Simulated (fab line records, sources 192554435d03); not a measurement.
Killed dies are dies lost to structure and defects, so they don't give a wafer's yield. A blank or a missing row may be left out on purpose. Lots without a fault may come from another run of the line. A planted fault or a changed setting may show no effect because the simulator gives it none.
fab line records | flow n5_finfet
record lots=4 wafers=12 last_day=18
route steps=1938 shown GATE_CUT@498 MOL_CONTACT_COAG@517 PASSIVATION@1936
lots that met no fault: from a run of the same line without faults
start_h: hours from the record's first day to the start of the lot's first wafer shown | wait_h: hours since the lot's step before | " the same as in the row above | L1.1+2: a row that stands for several wafers | - no value, or no start given | * or withheld: withheld | < > ~ a bound
route shown NAME@n: a module of which the file shows steps, and the number in the route of the first | usual: mean/standard deviation of fault-free wafers | same: alike in all rows | chamber/n: place in a boat | sites: the reading at each site | _std_site: their standard deviation | _edge_site: outer sites' mean less inner sites' | radius_mm: how far each site lies from the wafer's centre | mask NAME#n: copy n | behind: the tool/chamber that last shaped the wafer | hold: why the lot was held/for how many hours/how that ended | device: the transistor (n, p or np) that didn't switch | end of line: the same wafers' tests at the end of the route | a step without rows: its recipe alone | killed: dies lost to structure and defects at the first sort, not the wafer's yield | map: a wafer's dies, x killed, . not, _ none there
set.NAME: the setting as run; set.NAME@STEP: as run at that earlier step | model.NAME: the simulator's own value behind a step, which no gauge read
lots at some steps of the route; a table a step, a row a wafer
services: from which hour (start_h, from the record's first day; less than 0 if before it) a tool's chamber was out of use, for how many hours, and why
## steps
# step N5_GATE_CUT_STRIP_42
# recipe chemistry=O2 power_w=400 temp_c=40 pressure_mtorr=30 rf_frequency_hz=6e+07 bias_power_w=0 overash_fraction=0.3 o2_flow_sccm=225
# step N5_GATE_CUT_ETCH_19
# recipe chemistry=CH3F/O2 target=SiNx mask_material=SiO2 target_depth_a=537 time_s=76.7 pressure_mtorr=30 source_w=395 bias_w=73 Ar_flow_sccm=150 CH3F_flow_sccm=30 O2_flow_sccm=20 ion_energy_ev=120 ends=cleared
# step N5_GATE_CUT_CUT_ETCH_53
# recipe chemistry=SF6/Cl2 target=W mask_material=SiO2 target_depth_a=792 pressure_mtorr=8 icp_w=900 bias_w=80 SF6_flow_sccm=40 Cl2_flow_sccm=60 ends=cleared
# step N5_GATE_CUT_CUT_ETCH_54
# recipe chemistry=Cl2/BCl3 target=TiN mask_material=SiO2 target_depth_a=967 pressure_mtorr=10 icp_w=1000 bias_w=126 Cl2_flow_sccm=53.25 bcl3_flow_sccm=21.75 Ar_flow_sccm=25 ends=cleared
# step N5_GATE_CUT_CUT_ETCH_55
# recipe chemistry=BCl3 target=HfO2 mask_material=SiO2 target_depth_a=32 ion_energy_ev=30 pressure_mtorr=5 icp_w=450 bias_w=18 bcl3_flow_sccm=80
# step N5_GATE_CUT_ETCH_47
# recipe chemistry=Cl2/BCl3 target=SiO2 target_depth_a=100 pressure_mtorr=10 icp_w=1000 bias_w=126 Cl2_flow_sccm=53.25 bcl3_flow_sccm=21.75 Ar_flow_sccm=25
# step N5_GATE_CUT_VAPOR_ETCH_48
# recipe chemistry=BCl3/Cl2 target=TiN mode=isotropic
# step N5_GATE_CUT_VAPOR_ETCH_49
# recipe chemistry=BCl3/Cl2 target=TiAlC mode=isotropic
# step N5_GATE_CUT_VAPOR_ETCH_51
# recipe chemistry=BCl3/Cl2 target=HfO2 mode=isotropic
# step N5_GATE_CUT_STRIP_21
# recipe chemistry=N2/H2 time_s=30 power_w=1000 temp_c=250 pressure_mtorr=withheld n2_flow_sccm=1750 h2_flow_sccm=3250
# step N5_GATE_CUT_STRIP_29
# recipe chemistry=post_etch_residue_remover time_s=60 temp_c=25 remover_ph=withheld remover_water_wt_pct=withheld remover_fluoride_wt_pct=withheld
# step N5_GATE_CUT_SRD_52
# recipe dry=ipa_marangoni time_s=30 temp_c=23 rinse_liquid=diw
# step N5_GATE_CUT_ALD_22
# recipe material=SiNx target_thk_a=160 temp_c=400 ald_precursor_family=SiH2I2 ald_co_reactant=N2/H2-plasma pulse_time_s=1 ald_cycles=320 purge_time_s=2 co_reactant_purge_time_s=2 pressure_torr=2
# usual heater_power_w=802/73 precursor_pulse_height_rel=1.001/0.019 susceptor_temp_C=399.98/0.21
# same pulse_time_s=1
# columns lot.wafer tool chamber start_h wait_h heater_power_w precursor_pulse_height_rel susceptor_temp_C
L168.1 ald_sin-02 2 130.50 0.0 859 0.978 399.86
L168.4 " 0 " " 804 0.986 400.20
L168.5 " 0 " " 805 1.012 400.03
L170.2 ald_sin-04 1 147.80 0.0 863 0.975 399.76
L170.3 " 2 " " 781 0.988 400.04
L170.5 " 1 " " 833 0.979 399.80
L179.2 ald_sin-04 2 202.46 0.4 792 1.020 399.94
L179.3 " 0 " " 686 1.005 400.00
L179.4 " 3 " " 673 1.022 399.97
L181.3 ald_sin-04 2 212.69 0.0 788 1.017 400.25
L181.5 " 0 " " 695 0.990 400.09
L181.6 " 1 " " 856 0.985 399.94
# step N5_GATE_CUT_CMP_23
# recipe stop_on=SiO2 t_overpolish_s=23.4 post_cmp_clean=alkaline_brush down_force_psi=2.5 platen_rpm=51.8 pad_velocity_m_s=1.0307 target_thk_nm=16
# step N5_GATE_CUT_CMP_43
# recipe material=SiO2 post_cmp_clean=rinse_only
# step N5_GATE_CUT_CMP_61
# recipe stop_on=SiNx t_overpolish_s=3 post_cmp_clean=alkaline_brush down_force_psi=4 platen_rpm=27.09 pad_velocity_m_s=0.539
# step N5_MOL_CONTACT_COAG_COAT_103
# recipe resist=SOC temp_c=250 time_s=60 spin_rpm=1500 resist_thk_nm=80
# step N5_MOL_CONTACT_COAG_COAT_104
# recipe resist=SiARC temp_c=220 time_s=60 spin_rpm=1500 resist_thk_nm=12
# step N5_MOL_CONTACT_COAG_COAT_58
# recipe resist=underlayer temp_c=205 time_s=60 spin_rpm=1500 resist_thk_nm=10
# step N5_MOL_CONTACT_COAG_COAT_02
# recipe resist=CAR-EUV spin_rpm=1500 resist_thk_nm=30
# step N5_MOL_CONTACT_COAG_EBR_04
# recipe solvent=PGMEA ebr_width_mm=1.5
# step N5_MOL_CONTACT_COAG_SOFTBAKE_03
# recipe temp_c=110 time_s=60 resist=CAR-EUV
# step N5_MOL_CONTACT_COAG_EXPOSE_05
# recipe mask_id=CA na=0.33 source_shape=annular sigma_inner=0.4 sigma_outer=0.8 polarization=unpolarized defocus_nm=0 dose_mj=38.25
# step N5_MOL_CONTACT_COAG_PEB_06
# recipe peb_temp_c=100 peb_time_s=60 resist=CAR-EUV
# step N5_MOL_CONTACT_COAG_DEVELOP_07
# recipe develop_time_s=30 developer=TMAH resist=CAR-EUV rinse_liquid=surfactant_rinse dry=air_spin dev_temp_c=23
# step N5_MOL_CONTACT_COAG_DESCUM_13
# recipe chemistry=O2 time_s=7 source_power_w=50 bias_power_w=20 pressure_mtorr=20 rf_frequency_hz=2.712e+07 temp_c=40 resist=CAR-EUV o2_flow_sccm=225
# step N5_MOL_CONTACT_COAG_ETCH_59
# recipe chemistry=N2/H2 target=underlayer target_depth_a=130 mask_material=CAR-EUV time_s=10.4 ion_energy_ev=200 pressure_mtorr=30 source_w=840 bias_w=150 n2_flow_sccm=200 h2_flow_sccm=200 ends=cleared
# step N5_MOL_CONTACT_COAG_ETCH_105
# recipe chemistry=CF4 target=SiARC target_depth_a=156 mask_material=CAR-EUV time_s=26 ion_energy_ev=80 pressure_mtorr=40 source_w=545 bias_w=36 Ar_flow_sccm=100 cf4_flow_sccm=100 ends=cleared
# step N5_MOL_CONTACT_COAG_ETCH_106
# recipe chemistry=N2/H2 target=SOC target_depth_a=800 overetch_a=160 mask_material=SiARC temp_c=40 time_s=120 ion_energy_ev=200 pressure_mtorr=30 source_w=840 bias_w=150 n2_flow_sccm=200 h2_flow_sccm=200
# step N5_MOL_CONTACT_COAG_STRIP_107
# recipe chemistry=N2/H2 temp_c=40 n2_flow_sccm=200 h2_flow_sccm=200 rf_frequency_hz=6e+07
# step N5_MOL_CONTACT_COAG_STRIP_108
# recipe chemistry=N2/H2 temp_c=40 n2_flow_sccm=200 h2_flow_sccm=200 rf_frequency_hz=6e+07
# step N5_MOL_CONTACT_COAG_CONTACT_ETCH_14
# recipe chemistry=C4F6/O2 target=SiO2 target_depth_a=275 overetch_a=85 mask_material=SOC pressure_mtorr=30 source_w=370 bias_w=185 Ar_flow_sccm=300 C4F6_flow_sccm=16 O2_flow_sccm=10 time_s=20 ion_energy_ev=259.6
# step N5_MOL_CONTACT_COAG_STRIP_109
# recipe chemistry=C4F6/O2 resist=SiARC rf_frequency_hz=6e+07
# step N5_MOL_CONTACT_COAG_ETCH_15
# recipe chemistry=CH3F/O2 target=SiNx target_depth_a=70 mask_material=SOC stop_on=Si:P over_etch_frac=0.75 ion_energy_ev=120 pressure_mtorr=30 source_w=395 bias_w=73 Ar_flow_sccm=150 CH3F_flow_sccm=30 O2_flow_sccm=20
# step N5_MOL_CONTACT_COAG_ETCH_110
# recipe chemistry=CF4/O2 target=Si target_depth_a=25 time_s=8 pressure_mtorr=100 source_w=200 bias_w=12 ion_energy_ev=60 Ar_flow_sccm=100 cf4_flow_sccm=100 O2_flow_sccm=10
# step N5_MOL_CONTACT_COAG_STRIP_98
# recipe chemistry=N2/H2 power_w=500 temp_c=40 pressure_mtorr=50 rf_frequency_hz=6e+07 overash_fraction=0.3 bias_power_w=8 h2_frac=0.5 n2_flow_sccm=300 h2_flow_sccm=300
# step N5_PASSIVATION_PROBE_49
# usual defect_limited_yield=91.3/1.4 killed_at_M0_to_M3=36/10 killed_at_M4_up=13/5.4 killed_at_contacts=12/5.3 killed_at_front_end=39/10 killed_at_other=3.2/2.7 killed_dies=103/16 killed_open=68/13 killed_short=33/6.6 sort_bin_5_function=5.1/0.92 sort_bin_6_memory=3.3/0.68 sort_bin_8_speed=0.1/0.41 sort_n_pass=1077/17 sort_yield_pct=91.2/1.4
# same gross_dies=1180 killed_at_back_side=0 sort_bin_4_leakage[%]=0
# columns lot.wafer tool chamber start_h wait_h defect_limited_yield[%] killed_at_M0_to_M3 killed_at_M4_up killed_at_contacts killed_at_front_end killed_at_other killed_dies killed_open killed_short sort_bin_5_function[%] sort_bin_6_memory[%] sort_bin_8_speed[%] sort_n_pass sort_yield_pct[%]
L168.1 prober-01 - 349.49 0.8 91.5 15 14 12 58 1 100 67 32 4.9 3.4 0 1080 91.5
L168.4 prober-01 - 349.64 0.9 91.3 28 12 10 52 1 103 76 26 5.5 2.9 0.1 1077 91.3
L168.5 prober-01 - 349.69 1.0 94.5 9 10 11 33 2 65 44 20 3.2 1.9 0.1 1115 94.5
L170.2 prober-01 - 351.64 0.1 90.9 30 15 17 43 2 107 68 37 6.1 2.6 0 1073 90.9
L170.3 prober-01 - 351.69 0.1 92.1 29 19 9 30 6 93 57 33 3.8 3.6 0 1087 92.1
L170.5 prober-01 - 351.79 0.2 91.5 37 15 22 25 1 100 66 32 5.1 3.3 0 1080 91.5
L179.2 prober-02 - 412.19 0.1 79.9 43 8 11 169 6 237 57 32 11.6 4.5 0 943 79.9
L179.3 prober-02 - 412.24 0.1 79.6 55 8 9 166 3 241 62 33 11.9 4.2 0 939 79.6
L179.4 prober-02 - 412.29 0.2 79.1 36 4 20 184 3 247 68 34 12.3 4.2 0 933 79.1
L181.3 prober-01 - 430.82 0.1 82.3 25 11 5 167 1 209 38 30 11.4 3.3 0 971 82.3
L181.5 prober-01 - 430.92 0.2 83.5 28 3 5 157 2 195 45 28 9.6 3.9 0 985 83.5
L181.6 prober-01 - 430.97 0.3 82.9 29 7 10 153 3 202 51 23 10.3 3.1 0 978 82.9
# killed by level:class
L168.1 FIN_SAQP:geometric_particle:open=18 FIN_SAQP:geometric_particle:short=11 MOL_CONTACT_COAG:geometric_particle:open=10 BEOL_M4:geometric_particle:open=7 DUMMY_GATE:geometric_particle:open=6 ILD0:geometric_particle:short=5 STI_FIN_REVEAL:geometric_particle:open=4 GATE_CUT:geometric_particle:open=4
L168.4 FIN_SAQP:geometric_particle:open=13 STI_FIN_REVEAL:geometric_particle:open=13 MOL_CONTACT_COAG:geometric_particle:open=8 BEOL_M0_SAQP:geometric_particle:short=8 ILD0:geometric_particle:open=7 BEOL_M2:geometric_particle:open=7 BEOL_M1:geometric_particle:open=6 BEOL_M5:geometric_particle:open=4
L168.5 FIN_SAQP:geometric_particle:open=10 MOL_CONTACT_COAG:geometric_particle:open=10 ILD0:geometric_particle:short=6 FIN_SAQP:geometric_particle:short=4 STI_FIN_REVEAL:geometric_particle:open=4 DUMMY_GATE:geometric_particle:open=4 BEOL_M0_SAQP:geometric_particle:short=3 BEOL_M5:geometric_particle:open=3
L170.2 MOL_CONTACT_COAG:geometric_particle:open=11 FIN_SAQP:geometric_particle:short=9 FIN_SAQP:geometric_particle:open=9 BEOL_M2:geometric_particle:open=9 STI_FIN_REVEAL:geometric_particle:open=6 MOL_CONTACT_COAG:geometric_particle:short=6 BEOL_M0:geometric_particle:open=5 BEOL_M0_SAQP:geometric_particle:open=5
L170.3 MOL_CONTACT_COAG:geometric_particle:open=8 BEOL_M2:geometric_particle:open=8 FIN_SAQP:geometric_particle:short=6 BEOL_M0_SAQP:geometric_particle:short=6 BEOL_M4:geometric_particle:open=5 FIN_SAQP:geometric_particle:open=4 STI_FIN_REVEAL:geometric_particle:open=4 BEOL_M0_SAQP:geometric_particle:open=4
L170.5 MOL_CONTACT_COAG:geometric_particle:open=18 BEOL_M0_SAQP:geometric_particle:short=9 BEOL_M0:geometric_particle:open=7 BEOL_M2:geometric_particle:open=7 DUMMY_GATE:geometric_particle:open=6 BEOL_M0_SAQP:geometric_particle:open=6 BEOL_M4:geometric_particle:open=6 FIN_SAQP:geometric_particle:open=5
L179.2 GATE_CUT:unspecified=148 BEOL_M0_SAQP:geometric_particle:short=11 BEOL_M0_SAQP:geometric_particle:open=11 MOL_CONTACT_COAG:geometric_particle:open=8 BEOL_M2:geometric_particle:short=7 BEOL_M2:geometric_particle:open=6 FIN_SAQP:geometric_particle:open=4 BEOL_M3:geometric_particle:open=4
L179.3 GATE_CUT:unspecified=138 BEOL_M2:geometric_particle:open=17 BEOL_M3:geometric_particle:open=12 BEOL_M0_SAQP:geometric_particle:short=9 MOL_CONTACT_COAG:geometric_particle:open=7 BEOL_M0_SAQP:geometric_particle:open=6 HKMG_FIN:area_etch=6 STI_FIN_REVEAL:geometric_particle:open=5
L179.4 GATE_CUT:unspecified=136 MOL_CONTACT_COAG:geometric_particle:open=17 BEOL_M0_SAQP:geometric_particle:short=12 DUMMY_GATE:geometric_particle:open=11 FIN_SAQP:geometric_particle:open=8 HKMG_FIN:area_etch=8 STI_FIN_REVEAL:geometric_particle:open=7 BEOL_M0_SAQP:geometric_particle:open=6
L181.3 GATE_CUT:unspecified=141 BEOL_M0_SAQP:geometric_particle:short=8 BEOL_M0_SAQP:geometric_particle:open=7 BEOL_M1:geometric_particle:open=6 ILD0:geometric_particle:short=5 FIN_SAQP:geometric_particle:short=4 FIN_SAQP:geometric_particle:open=4 GATE_CUT:geometric_particle:short=4
L181.5 GATE_CUT:unspecified=122 BEOL_M0_SAQP:geometric_particle:short=11 FIN_SAQP:geometric_particle:open=8 BEOL_M0_SAQP:geometric_particle:open=8 ILD0:geometric_particle:open=6 FIN_SAQP:geometric_particle:short=4 STI_FIN_REVEAL:geometric_particle:open=4 STARTING-WAFER:geometric_particle:short=4
L181.6 GATE_CUT:unspecified=121 BEOL_M1:geometric_particle:open=10 MOL_CONTACT_COAG:geometric_particle:open=9 STI_FIN_REVEAL:geometric_particle:open=6 ILD0:geometric_particle:open=6 BEOL_M0_SAQP:geometric_particle:short=6 HKMG_FIN:area_etch=6 BEOL_M0_SAQP:geometric_particle:open=5
# map L179.4 (x killed, . not)
_________________.x..........________________
______________.x....x..........x_____________
___________.....x...............x..__________
__________.........................._________
________...x.......x......x..xx..x...._______
_______....................x...xxxxx...______
______..x...x....x..........x.xxxxxx..x._____
_____........x..............xxxxxxxxxxxxx____
____...x........x........xx.xxxxxxxxxxx.x.___
___.....................x.xx.xxxxxxxxxxxx.x__
___.........xx.............xxxxxxxxxxxxxx..__
__......x....x...x........xxxxxxxxxxxxxxxxx._
__..........x.........x..xxxxxxxxxxxxxxxx..._
_...x.............x........xxxxxxxxxxxxx.x...
_.x..........................xxxxxxx..xx.....
_x.....x.....x.......x.....x...xxxxx.xxx.....
_.........x....x............x..xx........x..x
_..........x.......x.........x..xx........x..
_...x...........................x.........x..
_..x....x....x..x.....x.................x..x.
_..x...x.....x....xx...x.x...........x.......
__.....x....x.....................x........x_
__............x........x.................x.._
___....x...x.x.x..........x.........x......__
___.......x.....x....x.x.x....x......x.....__
____.......x.....x......................x.___
_____.........x.......x..........x.....x.____
______.....x...................x.x......_____
_______................x...x.x.......x.______
________.................x.........x.._______
__________..x........x..........x..._________
___________x....................x.x__________
______________..x...x.x........._____________
_________________..x..xx.....________________
# map L181.3 (x killed, . not)
_________________............________________
______________x................._____________
___________........................__________
__________.........................._________
________.............................._______
_______................................______
______x..............x..x......x........_____
_____.x.........xx......x....x...........____
____..x.x.....x...x...xx..................___
___....x......x.xxxxxxxx.x.................__
___......x....xxxxxxxxxxxxx...........x.x..__
__..x.......xx.xxxxxxxxxxx.................._
__..........xxxxxxxxxxxxxx..........x......._
_..........xxxxxxxxxxxxxxx.x.........x.x.xx.x
_..............xxxxxxxxxxxx.....x....x.......
_....x.....x...xxxxxxxxxxxx...........x......
_..............xxxxxxxxxxxx..................
_............xxxxxxxxxxx..x.........x........
_.......xx....x.xxxxxx.xxxx..x...............
_.................xx...xxxx..........x.......
_...........x......xx.x......................
__....x...........x..x..x...........x......._
__.............x...x...x.................x.._
___...x........x...........x....x.........x__
___......x..................x..............__
____x.xx..........x.......................___
_____....................x.x..x..x.....x.____
______........x........................x_____
_______......x.............x...........______
________.x..........xx...x.........x.._______
__________..........x............x.._________
___________........................__________
______________...........x......_____________
_________________............________________
## services
# columns tool chamber start_h hours kind
ald_sin-04 3 123.68 6.9 repair
ald_sin-02 - 191.13 14.6 pm
ald_sin-02 0 210.93 13.8 repair
## key
first_sign step=N5_PASSIVATION_PROBE_49 reading=killed_at_front_end direction=up sigmas=13 usual=39 struck=166
effect step=N5_PASSIVATION_PROBE_49 reading=defect_limited_yield direction=down sigmas=7.4 usual=91.3 struck=81.2
more_kills_born_at N5_GATE_CUT_ALD_22@ald_sin-04=806
met_at N5_GATE_CUT_ALD_22
struck_wafers L179.2,L179.3,L179.4,L181.3,L181.5,L181.6
onset_between 147.80 202.46
also_fits time
fault kind=chamber_particle_source tool=ald_sin-04 chamber=- onset_h=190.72 steps=N5_GATE_CUT_ALD_22 rate_per_visit_cm2=1.2995 end_h=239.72
